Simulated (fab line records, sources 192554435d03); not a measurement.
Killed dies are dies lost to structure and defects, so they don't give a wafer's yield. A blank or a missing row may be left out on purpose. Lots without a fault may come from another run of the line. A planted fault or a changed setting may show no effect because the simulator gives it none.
Split-lot experiment | flow n5_finfet | 7 lots, 21 wafers read, on a route of 1938 steps

THE SPLIT
At N5_BEOL_M6_ETCH_66 (etches SOC in N2/H2, target depth 80 nm, overetch 16 nm, time 120 s), the setting source_w was moved away from the recipe's 840 W on 5 of the 21 wafers read, by -17.5% to +10.2%. The other wafers ran this setting at the recipe's value.

The reading is taken at the split's own step.

THE READING
rf_vpp_V, in V, at N5_BEOL_M6_ETCH_66 (etches SOC in N2/H2, target depth 80 nm, overetch 16 nm, time 120 s). Fault-free wafers of this fab line usually give 524.2 V, standard deviation 2 V.

wafer  | tool, chamber at the split | source_w as run, W | against the recipe | rf_vpp_V, V | against lot-mates on the recipe
L074.1 | rie_diel-01, 3             | 840                | recipe             | 525.2       | -
L074.5 | rie_diel-01, 0             | 840                | recipe             | 527.7       | -
L074.6 | rie_diel-01, 3             | 840                | recipe             | 526.8       | -
L076.4 | rie_diel-04, 0             | 840                | recipe             | 521.7       | -
L076.5 | rie_diel-04, 2             | 840                | recipe             | 523.0       | -
L076.6 | rie_diel-04, 1             | 840                | recipe             | 527.1       | -
L081.3 | rie_diel-04, 3             | 840                | recipe             | 522.8       | -
L081.5 | rie_diel-04, 2             | 840                | recipe             | 521.1       | -
L081.6 | rie_diel-04, 3             | 726.8              | -13.5%             | 547.7       | +25.8
L086.1 | rie_diel-03, 2             | 840                | recipe             | 524.3       | -
L086.3 | rie_diel-03, 0             | 693.1              | -17.5%             | 561.3       | +37.0
L086.6 | rie_diel-03, 2             | 693.1              | -17.5%             | 557.3       | +33.0
L089.1 | rie_diel-01, 1             | 840                | recipe             | 523.8       | -
L089.2 | rie_diel-01, 2             | 840                | recipe             | 523.0       | -
L089.4 | rie_diel-01, 0             | 840                | recipe             | 528.0       | -
L090.1 | rie_diel-03, 3             | 840                | recipe             | 524.0       | -
L090.3 | rie_diel-03, 0             | 840                | recipe             | 526.0       | -
L090.5 | rie_diel-03, 1             | 840                | recipe             | 523.0       | -
L091.2 | rie_diel-04, 2             | 840                | recipe             | 524.1       | -
L091.4 | rie_diel-04, 3             | 925.4              | +10.2%             | 506.7       | -17.4
L091.5 | rie_diel-04, 1             | 925.4              | +10.2%             | 509.4       | -14.7

THE FIT
A straight line over all 21 wafers: rf_vpp_V changes by -1.85 V for each +1% of source_w; r = -0.98; the points scatter about the line by 2.3 V.
The same after taking each lot's own level away (the mean of its wafers on the recipe; 21 wafers): -1.88 V for each +1%; r = -0.99; scatter 2 V.
On that fit, the largest move of source_w shifts the reading by 33 V.
The lots' own levels span 521.95 to 526.57 V, that is 2.3 times the standard deviation above.
So the lot-to-lot level changes the slope little: the two slopes agree.
Check: with one of the wafers moved furthest among these (-17.5%) left out of the fit, the line predicts +31.8 V for it against its lot-mates. It came out at +37 V against them.
Tool readings at the split's step, against how far the setting was moved: rf_vpp_V r = -0.98.

OTHER SPLITS ON THESE WAFERS
These wafers also went through other splits before the reading. Each is held against what the fit with the lots' levels taken away leaves over:
other split on the same wafers    | wafers away from the commonest value | r with rf_vpp_V (lot level and that fit taken away)
N5_BEOL_M5_ETCH_41 source_w       | 9                                    | -0.07
N5_BEOL_M6_HM_DEP_02 target_thk_a | 6                                    | -0.05
N5_BEOL_M6_COAT_59 spin_rpm       | 4                                    | +0.14

THE WHOLE CHAIN: every reading that the file lists as answering this split, in the file's order
step               | what it does                                                        | reading                                                                          | change (the file's fit)                | r (the file's)
N5_BEOL_M6_ETCH_66 | etches SOC in N2/H2, target depth 80 nm, overetch 16 nm, time 120 s | rf_vpp_V                                                                         | -1.9 V for each +1% of the setting     | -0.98
N5_BEOL_M6_ETCH_66 | etches SOC in N2/H2, target depth 80 nm, overetch 16 nm, time 120 s | SiARC_of_BEOL_M6_COAT_64.thk_nm (the simulator's own value, which no gauge read) | -0.0308 nm for each +1% of the setting | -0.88

THE FILE'S OWN FIT
rf_vpp_V changes by -1.9 V for each +1% of source_w, r = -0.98.
